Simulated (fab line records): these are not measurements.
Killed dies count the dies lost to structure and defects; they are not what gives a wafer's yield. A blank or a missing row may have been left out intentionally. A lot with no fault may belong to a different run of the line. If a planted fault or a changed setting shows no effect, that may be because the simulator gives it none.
fab line records	flow n5_finfet
record: lots: 9	wafers: 27	last_day: 17
route steps=1938 shown HKMG_FIN@438 BEOL_M4@1111 PASSIVATION@1936
lots that met no fault: taken from a fault-free run of the same line
start_h: the number of hours between the record's first day and the start of the first shown wafer of the lot	wait_h: how many hours have passed since the lot's step before this one	" as in the row above	L1.1+2: a row that stands for several wafers	- no value, or no start given	* or withheld: withheld	< > ~ a bound
route shown NAME@n: a module of which the file shows steps, and the number in the route of the first	usual: average and standard deviation across the fault-free wafers	same: alike in all rows	chamber/n: place in a boat	sites: the reading at each site	_std_site: the standard deviation of these	_edge_site: the outer-site mean with the inner-site mean subtracted	radius_mm: for every site, how far away it sits from the centre of the wafer	mask NAME#n: copy n	behind: the last tool/chamber to shape the wafer	hold: why the lot was held/for how many hours/how that ended	device: transistor that didn't switch, given as n, p or np	end of line: at the end of the route, the tests of the same wafers	where a step has no rows: the recipe by itself	killed: the dies lost at the first sort to structure and to defects; this is not the yield of the wafer	map: per-die view of a wafer (x killed, . not killed, _ where there is no die)
set.NAME: the setting that was run; set.NAME@STEP: the one run at that earlier step	model.NAME: the simulator's own value behind a step, which no gauge read
the route's steps for a sample of lots (tables are steps, rows are wafers)
services: from which hour (start_h, from the record's first day; less than 0 if before it) a tool's chamber was out of use, for how many hours, and why
== steps ==
step: N5_HKMG_FIN_ETCH_35
recipe: chemistry: N2/H2	target: SOC	target_depth_a: 2158	ion_energy_ev: 65	bias_w: 5	source_w: 3000	time_s: 243.4	pressure_mtorr: 30	n2_flow_sccm: 200	h2_flow_sccm: 200
usual: drypump_motor_current_A: 5.8/0.49	oes_product_au: 0.75/0.061	rf_vpp_V: 141.6/1.1	showerhead_plenum_p_Torr: 2.57/0.084	throttle_valve_pct: 17.83/0.24
lot.wafer	tool	chamber	start_h	wait_h	drypump_motor_current_A	oes_product_au	rf_hours_counter_h	rf_vpp_V	showerhead_plenum_p_Torr	throttle_valve_pct
L421.2	rie_diel-05	1	107.98	0.0	6.2	0.73	213	142.6	2.51	17.94
L421.3	"	2	"	"	6.3	0.72	168	142.1	2.54	17.98
L421.6	"	0	"	"	5.2	0.72	-	142.4	2.63	17.92
L422.2	rie_diel-05	3	117.41	0.0	5.4	0.73	167	140.2	2.55	17.98
L422.3	"	2	"	"	6.3	0.71	172	140.2	2.54	17.99
L422.5	"	1	"	"	6.2	0.72	-	140.1	2.51	17.98
L425.1	rie_diel-01	3	132.41	0.0	5.1	0.83	45	141.3	2.70	17.62
L425.3	"	1	"	"	6.1	0.72	180	141.8	2.43	17.66
L425.4	"	0	"	"	5.5	0.70	-	142.3	2.61	17.67
L428.2	rie_diel-01	2	155.55	0.0	5.4	0.84	65	143.1	2.69	17.60
L428.4	"	3	"	"	5.1	0.82	54	142.8	2.70	17.64
L428.5	"	0	"	"	5.5	0.68	-	140.4	2.61	17.67
L429.2	rie_diel-03	2	160.65	0.0	6.6	0.71	202	143.4	2.63	18.23
L429.3	"	0	"	"	6.3	0.91	21	141.3	2.48	17.59
L429.6	"	2	"	"	6.6	0.70	-	144.1	2.63	18.24
L430.4	rie_diel-03	0	162.82	0.0	6.3	0.92	22	139.6	2.48	17.58
L430.5	"	3	"	"	6.3	0.79	-	140.2	2.44	17.64
L430.6	"	0	"	"	6.3	0.92	-	140.1	2.48	17.58
L432.1	rie_diel-03	1	173.46	0.0	5.7	0.80	100	141.3	2.66	17.36
L432.2	"	2	"	"	6.6	0.70	206	143.5	2.63	18.25
L432.6	"	1	"	"	5.7	0.80	-	141.9	2.66	17.35
L435.1	rie_diel-05	0	192.33	0.0	5.2	0.70	226	142.5	2.61	17.96
L435.2	"	1	"	"	6.2	0.70	247	141.7	2.50	18.01
L435.6	"	3	"	"	5.3	0.71	-	142.0	2.53	18.02
L437.2	rie_diel-03	0	204.49	0.0	6.3	0.89	35	142.1	2.48	17.59
L437.3	"	1	"	"	5.6	0.79	109	141.9	2.66	17.37
L437.5	"	3	"	"	6.3	0.77	-	140.5	2.44	17.66
step: N5_HKMG_FIN_NWFM_ALD_20
recipe: material: TiAlC	target_thk_a: 20	temp_c: 300	ald_precursor_family: TiCl4	ald_co_reactant: TEA	pulse_time_s: 3	purge_time_s: 2	co_reactant_purge_time_s: 2	co_reactant_pulse_time_s: 10	ald_cycles: 7	pressure_torr: 3
usual: heater_power_w: 517/45	precursor_pulse_height_rel: 1.000/0.019	susceptor_temp_C: 300.01/0.21
same: co_reactant_pulse_time_s: 10	purge_time_s: 2
lot.wafer	tool	chamber	start_h	wait_h	heater_power_w	precursor_pulse_height_rel	susceptor_temp_C
L421.2	ald_metal-04	3	109.71	0.3	491	1.004	299.91
L421.3	"	1	"	"	535	0.991	300.03
L421.6	"	3	"	"	483	1.055	300.20
L422.2	ald_metal-01	2	119.07	0.3	427	1.002	300.01
L422.3	"	3	"	"	531	1.000	299.83
L422.5	"	0	"	"	543	0.979	299.94
L425.1	ald_metal-01	1	134.07	0.3	512	1.008	300.03
L425.3	"	2	"	"	429	0.994	300.06
L425.4	"	0	"	"	562	0.985	299.85
L428.2	ald_metal-02	3	157.25	0.3	508	1.016	299.71
L428.4	"	1	"	"	496	1.035	300.06
L428.5	"	1	"	"	497	0.970	299.97
L429.2	ald_metal-02	0	162.31	0.3	579	1.006	300.43
L429.3	"	2	"	"	540	0.959	299.74
L429.6	"	0	"	"	570	0.977	300.56
L430.4	ald_metal-04	2	164.49	0.1	595	1.018	300.28
L430.5	"	3	"	"	488	1.006	300.25
L430.6	"	0	"	"	418	0.985	300.13
L432.1	ald_metal-02	3	175.51	0.3	518	1.010	300.05
L432.2	"	0	"	"	574	0.991	300.26
L432.6	"	0	"	"	562	0.979	300.17
L435.1	ald_metal-01	0	194.02	0.3	548	0.987	300.12
L435.2	"	3	"	"	517	0.993	300.37
L435.6	"	1	"	"	511	0.993	299.96
L437.2	ald_metal-02	0	206.15	0.3	565	0.999	299.92
L437.3	"	3	"	"	493	1.017	299.80
L437.5	"	1	"	"	502	0.967	300.21
step: N5_HKMG_FIN_ALD_71
recipe: material: TiN	target_thk_a: 10	temp_c: 400	ald_precursor_family: TiCl4	ald_co_reactant: NH3	pulse_time_s: 1	purge_time_s: 3	co_reactant_purge_time_s: 2	co_reactant_pulse_time_s: 2	ald_cycles: 47	pressure_torr: 3
usual: heater_power_w: 925/79	precursor_pulse_height_rel: 0.999/0.02	susceptor_temp_C: 399.99/0.23
same: co_reactant_pulse_time_s: 2	purge_time_s: 3
lot.wafer	tool	chamber	start_h	wait_h	heater_power_w	precursor_pulse_height_rel	susceptor_temp_C
L421.2	ald_metal-04	3	109.81	0.0	855	1.006	399.65
L421.3	"	1	"	"	964	0.978	399.87
L421.6	"	3	"	"	854	0.990	399.92
L422.2	ald_metal-01	2	119.17	0.0	777	1.006	399.69
L422.3	"	3	"	"	941	0.994	399.43
L422.5	"	0	"	"	1000	0.996	399.81
L425.1	ald_metal-01	1	134.17	0.0	899	1.022	400.05
L425.3	"	2	"	"	768	1.046	400.21
L425.4	"	0	"	"	984	1.020	400.15
L428.2	ald_metal-02	3	157.34	0.0	912	1.032	400.03
L428.4	"	1	"	"	895	0.980	400.03
L428.5	"	1	"	"	914	0.998	399.69
L429.2	ald_metal-02	0	162.41	0.0	1021	1.013	400.03
L429.3	"	2	"	"	954	0.974	399.61
L429.6	"	0	"	"	1025	0.988	400.16
L430.4	ald_metal-04	2	164.59	0.0	1028	0.998	399.77
L430.5	"	3	"	"	861	1.008	399.96
L430.6	"	0	"	"	746	0.964	400.25
L432.1	ald_metal-02	3	175.61	0.0	896	0.974	399.99
L432.2	"	0	"	"	1016	1.039	399.49
L432.6	"	0	"	"	1044	1.018	399.83
L435.1	ald_metal-01	0	194.12	0.0	1018	0.985	399.89
L435.2	"	3	"	"	935	0.983	400.03
L435.6	"	1	"	"	891	0.970	400.24
L437.2	ald_metal-02	0	206.25	0.0	1017	0.988	400.38
L437.3	"	3	"	"	922	0.998	399.88
L437.5	"	1	"	"	892	1.015	400.43
step: N5_HKMG_FIN_ALD_21
recipe: material: TiN	target_thk_a: 15	temp_c: 400	ald_precursor_family: TiCl4	ald_co_reactant: NH3	pulse_time_s: 1	purge_time_s: 3	co_reactant_purge_time_s: 2	co_reactant_pulse_time_s: 2	ald_cycles: 68	pressure_torr: 3
usual: heater_power_w: 914/90	precursor_pulse_height_rel: 1.001/0.021	susceptor_temp_C: 400.02/0.22
same: co_reactant_pulse_time_s: 2	purge_time_s: 3
lot.wafer	tool	chamber	start_h	wait_h	heater_power_w	precursor_pulse_height_rel	susceptor_temp_C
L421.2	ald_metal-04	3	110.97	0.3	856	0.978	399.84
L421.3	"	2	"	"	1052	1.009	400.28
L421.6	"	1	"	"	945	1.025	400.50
L422.2	ald_metal-04	3	120.36	0.3	874	0.971	400.05
L422.3	"	2	"	"	1036	1.008	399.73
L422.5	"	1	"	"	937	1.007	400.09
L425.1	ald_metal-01	2	135.33	0.3	774	1.026	399.89
L425.3	"	0	"	"	1013	1.041	399.88
L425.4	"	3	"	"	932	0.988	400.21
L428.2	ald_metal-04	0	158.46	0.3	838	1.009	419.11
L428.4	"	2	"	"	1134	1.021	419.00
L428.5	"	1	"	"	1052	0.976	419.00
L429.2	ald_metal-01	3	163.50	0.3	930	0.991	399.96
L429.3	"	2	"	"	772	1.022	400.11
L429.6	"	0	"	"	977	0.981	399.58
L430.4	ald_metal-04	2	165.67	0.1	1132	1.010	418.84
L430.5	"	0	"	"	869	1.026	418.84
L430.6	"	3	"	"	980	1.010	419.11
L432.1	ald_metal-04	0	176.72	0.3	820	0.997	419.02
L432.2	"	1	"	"	1102	1.027	418.86
L432.6	"	3	"	"	957	1.001	418.99
L435.1	ald_metal-02	2	195.20	0.3	965	0.982	400.01
L435.2	"	0	"	"	1007	0.976	399.99
L435.6	"	3	"	"	900	0.989	400.02
L437.2	ald_metal-01	1	207.34	0.3	887	0.987	399.87
L437.3	"	3	"	"	933	1.007	400.51
L437.5	"	0	"	"	1011	0.994	399.87
step: N5_BEOL_M4_RC_MEAS_101
usual: DIBL_N: 36.3/1.4	DIBL_P: 35.7/1.5	IOFF_N: 0.155/0.022	IOFF_P: 0.204/0.027	ION_N: 671/9	ION_P: 459/6.2	SS_N: 71.5/0.54	SS_P: 73.1/0.56	VT_N: 250.2/2.6	VT_P: -251/3.3
lot.wafer	tool	chamber	start_h	wait_h	DIBL_N[mV/V]	DIBL_P[mV/V]	IOFF_N[nA/um]	IOFF_P[nA/um]	ION_N[uA/um]	ION_P[uA/um]	SS_N[mV/dec]	SS_P[mV/dec]	VT_N[mV]	VT_P[mV]
L421.2	prober-01	0	192.17	0.6	37.8	37.2	0.193	0.243	674	465	71.1	74.0	246.9	-246
L421.3	"	0	"	"	35.7	35.6	0.148	0.210	670	464	70.6	73.3	250.1	-248
L421.6	"	0	"	"	36.8	37.0	0.185	0.239	691	470	71.4	73.5	247.2	-246
L422.2	prober-01	0	209.97	0.2	39.1	38.6	0.197	0.257	682	466	72.3	73.6	247.3	-245
L422.3	"	0	"	"	38.6	37.1	0.182	0.242	665	454	71.6	74.0	248.6	-246
L422.5	"	0	"	"	38.9	37.1	0.195	0.238	678	458	73.4	73.4	250.4	-249
L425.1	prober-01	0	232.23	0.0	34.8	33.3	0.128	0.189	669	468	72.3	73.1	252.8	-247
L425.3	"	0	"	"	36.0	35.0	0.153	0.218	679	465	71.9	72.9	248.1	-248
L425.4	"	0	"	"	36.4	35.6	0.152	0.225	662	464	71.5	72.9	250.0	-247
L429.2	prober-01	0	247.77	0.2	35.8	33.7	0.151	0.171	668	451	72.0	73.8	252.2	-260
L429.3	"	0	"	"	36.0	34.3	0.158	0.180	682	462	70.8	73.5	250.4	-255
L429.6	"	0	"	"	36.3	33.9	0.159	0.179	673	457	71.1	74.0	250.6	-255
L430.4	prober-01	0	253.56	0.5	36.8	34.0	0.151	0.169	666	454	71.4	72.9	248.8	-257
L430.5	"	0	"	"	36.0	33.6	0.138	0.161	667	451	71.5	72.5	253.7	-254
L430.6	"	0	"	"	35.6	33.8	0.136	0.166	671	457	71.4	73.1	252.2	-256
L428.2	prober-01	0	256.94	0.2	35.5	37.0	0.149	0.189	677	458	71.5	73.8	249.4	-251
L428.4	"	0	"	"	35.8	36.9	0.160	0.193	672	457	71.5	72.9	250.1	-254
L428.5	"	0	"	"	34.5	36.1	0.144	0.182	668	454	71.3	73.4	250.6	-250
L432.1	prober-01	0	262.78	0.0	34.9	35.8	0.145	0.190	661	450	70.1	73.0	249.7	-254
L432.2	"	0	"	"	36.1	37.2	0.155	0.208	665	454	71.3	73.4	249.4	-252
L432.6	"	0	"	"	35.9	37.0	0.153	0.198	667	455	72.1	73.4	251.5	-255
L435.1	prober-02	0	284.96	0.0	36.2	36.8	0.153	0.207	675	466	71.5	72.7	250.7	-250
L435.2	"	0	"	"	36.3	36.8	0.158	0.213	671	460	71.3	73.0	251.5	-249
L435.6	"	0	"	"	35.9	36.0	0.143	0.194	663	457	71.1	72.4	253.7	-251
L437.2	prober-02	0	294.24	0.2	37.1	36.6	0.183	0.232	679	465	71.5	72.9	246.5	-248
L437.3	"	0	"	"	36.2	35.7	0.157	0.210	667	458	71.2	72.2	250.3	-249
L437.5	"	0	"	"	37.1	37.5	0.176	0.248	677	468	71.0	73.3	246.7	-245
step: N5_PASSIVATION_PROBE_49
usual: defect_limited_yield: 91.0/1.5	killed_at_M0_to_M3: 36/12	killed_at_M4_up: 14/5.5	killed_at_contacts: 11/4.8	killed_at_front_end: 42/12	killed_at_other: 3.7/2.7	killed_dies: 106/18	killed_open: 70/13	killed_short: 35/8.2	sort_bin_5_function: 5.3/1	sort_bin_6_memory: 3.3/0.69	sort_bin_8_speed: 0.00/0.007	sort_n_pass: 1074/18	sort_yield_pct: 91.0/1.5
same: gross_dies: 1180	killed_at_back_side: 0	sort_bin_4_leakage[%]: 0
lot.wafer	tool	chamber	start_h	wait_h	defect_limited_yield[%]	killed_at_M0_to_M3	killed_at_M4_up	killed_at_contacts	killed_at_front_end	killed_at_other	killed_dies	killed_open	killed_short	sort_bin_5_function[%]	sort_bin_6_memory[%]	sort_bin_8_speed[%]	sort_n_pass	sort_yield_pct[%]
L430.4	prober-01	-	348.74	0.2	88.3	60	14	8	53	3	138	80	56	7.5	3.5	0	1042	88.3
L430.5	prober-01	-	348.79	0.3	90.2	60	15	12	29	0	116	71	42	6.7	2.9	0	1064	90.2
L430.6	prober-01	-	348.84	0.3	91.4	45	7	14	34	2	102	64	37	5.8	2.5	0	1078	91.4
L429.2	prober-01	-	355.95	0.1	91.0	27	7	13	57	2	106	73	30	5.5	3.1	0	1074	91.0
L429.3	prober-01	-	356.00	0.1	90.9	43	9	10	40	5	107	72	34	5.6	3.0	0	1073	90.9
L429.6	prober-01	-	356.15	0.3	91.4	34	4	10	51	3	102	70	32	4.7	3.6	0	1078	91.4
L432.1	prober-02	-	361.67	0.0	88.3	46	20	15	54	3	138	95	43	5.9	5.1	0	1042	88.3
L432.2	prober-02	-	361.72	0.1	88.3	43	19	7	64	5	138	88	49	6.9	4.2	0	1042	88.3
L432.6	prober-02	-	361.92	0.3	88.4	36	23	7	63	8	137	97	40	7.1	4.2	0	1043	88.4
L435.1	prober-01	-	399.64	0.0	89.4	44	13	6	54	8	125	81	44	6.2	4.2	0	1055	89.4
L435.2	prober-01	-	399.69	0.1	90.2	40	15	19	42	0	116	75	41	5.8	3.6	0	1064	90.2
L435.6	prober-01	-	399.89	0.3	89.3	48	14	9	51	4	126	87	39	6.8	3.6	0	1054	89.3
killed by level:class
L430.4 BEOL_M0_SAQP:geometric_particle:short=14 BEOL_M1:geometric_particle:open=12 FIN_SAQP:geometric_particle:short=10 STI_FIN_REVEAL:geometric_particle:open=10 BEOL_M0_SAQP:geometric_particle:open=10 MOL_CONTACT_COAG:geometric_particle:open=7 BEOL_M1:geometric_particle:short=7 FIN_SAQP:geometric_particle:open=6
L430.5 BEOL_M1:geometric_particle:open=13 BEOL_M2:geometric_particle:open=13 BEOL_M1:geometric_particle:short=9 MOL_CONTACT_COAG:geometric_particle:open=8 BEOL_M0_SAQP:geometric_particle:short=8 BEOL_M0_SAQP:geometric_particle:open=8 STI_FIN_REVEAL:geometric_particle:open=7 BEOL_M4:geometric_particle:open=5
L430.6 MOL_CONTACT_COAG:geometric_particle:open=11 BEOL_M2:geometric_particle:open=11 FIN_SAQP:geometric_particle:short=8 BEOL_M0_SAQP:geometric_particle:open=8 BEOL_M0_SAQP:geometric_particle:short=8 STI_FIN_REVEAL:geometric_particle:open=6 BEOL_M2:geometric_particle:short=6 BEOL_M3:geometric_particle:open=6
L429.2 DUMMY_GATE:geometric_particle:open=18 MOL_CONTACT_COAG:geometric_particle:open=10 STI_FIN_REVEAL:geometric_particle:open=9 FIN_SAQP:geometric_particle:open=7 STARTING-WAFER:geometric_particle:short=7 BEOL_M2:geometric_particle:open=6 BEOL_M0_SAQP:geometric_particle:short=5 BEOL_M0_SAQP:geometric_particle:open=5
L429.3 STI_FIN_REVEAL:geometric_particle:open=12 BEOL_M2:geometric_particle:open=9 BEOL_M0_SAQP:geometric_particle:open=8 FIN_SAQP:geometric_particle:open=6 MOL_CONTACT_COAG:geometric_particle:open=6 BEOL_M0_SAQP:geometric_particle:short=6 BEOL_M1:geometric_particle:open=6 DUMMY_GATE:geometric_particle:open=4
L429.6 STI_FIN_REVEAL:geometric_particle:open=16 BEOL_M0_SAQP:geometric_particle:short=13 MOL_CONTACT_COAG:geometric_particle:open=10 FIN_SAQP:geometric_particle:open=9 DUMMY_GATE:geometric_particle:open=7 BEOL_M0_SAQP:geometric_particle:open=6 BEOL_M1:geometric_particle:open=5 GATE_CUT:geometric_particle:short=4
L432.1 FIN_SAQP:geometric_particle:short=15 MOL_CONTACT_COAG:geometric_particle:open=15 STI_FIN_REVEAL:geometric_particle:open=12 BEOL_M0_SAQP:geometric_particle:open=12 BEOL_M0_SAQP:geometric_particle:short=10 FIN_SAQP:geometric_particle:open=9 BEOL_M1:geometric_particle:open=9 BEOL_M4:geometric_particle:open=6
L432.2 BEOL_M0_SAQP:geometric_particle:open=15 BEOL_M4:geometric_particle:open=12 FIN_SAQP:geometric_particle:short=11 BEOL_M0_SAQP:geometric_particle:short=10 STI_FIN_REVEAL:geometric_particle:open=9 FIN_SAQP:geometric_particle:open=8 DUMMY_GATE:geometric_particle:open=8 MOL_CONTACT_COAG:geometric_particle:open=7
L432.6 FIN_SAQP:geometric_particle:open=14 STI_FIN_REVEAL:geometric_particle:open=14 BEOL_M0_SAQP:geometric_particle:short=12 DUMMY_GATE:geometric_particle:open=11 BEOL_M4:geometric_particle:open=8 BEOL_M0_SAQP:geometric_particle:open=7 MOL_CONTACT_COAG:geometric_particle:open=6 BEOL_M3:geometric_particle:open=6
L435.1 STI_FIN_REVEAL:geometric_particle:open=12 FIN_SAQP:geometric_particle:open=11 FIN_SAQP:geometric_particle:short=9 BEOL_M0_SAQP:geometric_particle:short=7 BEOL_M0_SAQP:geometric_particle:open=7 BEOL_M2:geometric_particle:open=7 MOL_CONTACT_COAG:geometric_particle:open=6 ILD0:geometric_particle:short=5
L435.2 MOL_CONTACT_COAG:geometric_particle:open=15 BEOL_M0_SAQP:geometric_particle:open=9 FIN_SAQP:geometric_particle:open=8 BEOL_M0_SAQP:geometric_particle:short=8 FIN_SAQP:geometric_particle:short=7 STI_FIN_REVEAL:geometric_particle:open=7 BEOL_M1:geometric_particle:open=6 STI_FIN_REVEAL:geometric_particle:short=5
L435.6 BEOL_M2:geometric_particle:open=15 FIN_SAQP:geometric_particle:open=11 BEOL_M1:geometric_particle:open=10 MOL_CONTACT_COAG:geometric_particle:open=6 BEOL_M5:geometric_particle:open=6 STI_FIN_REVEAL:geometric_particle:open=5 GATE_CUT:geometric_particle:short=5 BEOL_M0_SAQP:geometric_particle:open=5
== services ==
tool	chamber	start_h	hours	kind
rie_diel-03	-	94.92	10.0	pm
rie_diel-03	3	109.32	3.6	repair
ald_metal-01	2	120.69	8.2	repair
ald_metal-04	-	125.66	0.7	repair
rie_diel-03	2	134.14	4.8	repair
rie_diel-01	0	162.56	-	clean
rie_diel-01	0	162.56	-	consumable_replace:esc
rie_diel-01	0	162.56	-	consumable_replace:focus_ring
rie_diel-01	0	162.56	21.0	scheduled_down
rie_diel-01	0	162.56	21.0	vent_cycle
ald_metal-01	-	164.27	8.7	pm
ald_metal-04	2	171.51	8.3	repair
rie_diel-05	1	202.25	-	clean
rie_diel-05	1	202.25	-	consumable_replace:focus_ring
rie_diel-05	1	202.25	14.5	scheduled_down
rie_diel-05	1	202.25	14.5	vent_cycle
== key ==
first_sign: step: N5_HKMG_FIN_ALD_21	reading: susceptor_temp_C	direction: up	sigmas: 88	usual: *	struck: *
effect none on later readings
met_at N5_HKMG_FIN_ALD_21
struck_lots L428,L430,L432
not_acting_at N5_HKMG_FIN_ETCH_35,N5_HKMG_FIN_NWFM_ALD_20,N5_HKMG_FIN_ALD_71
onset_between 120.36 158.46
fault: kind: process_parameter_drift	tool: ald_metal-04	chamber: -	onset_h: 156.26	steps: N5_HKMG_FIN_ALD_21	channel: temp_c	offset: *	shape: step	end_h: 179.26	acts_in: *	stated: *
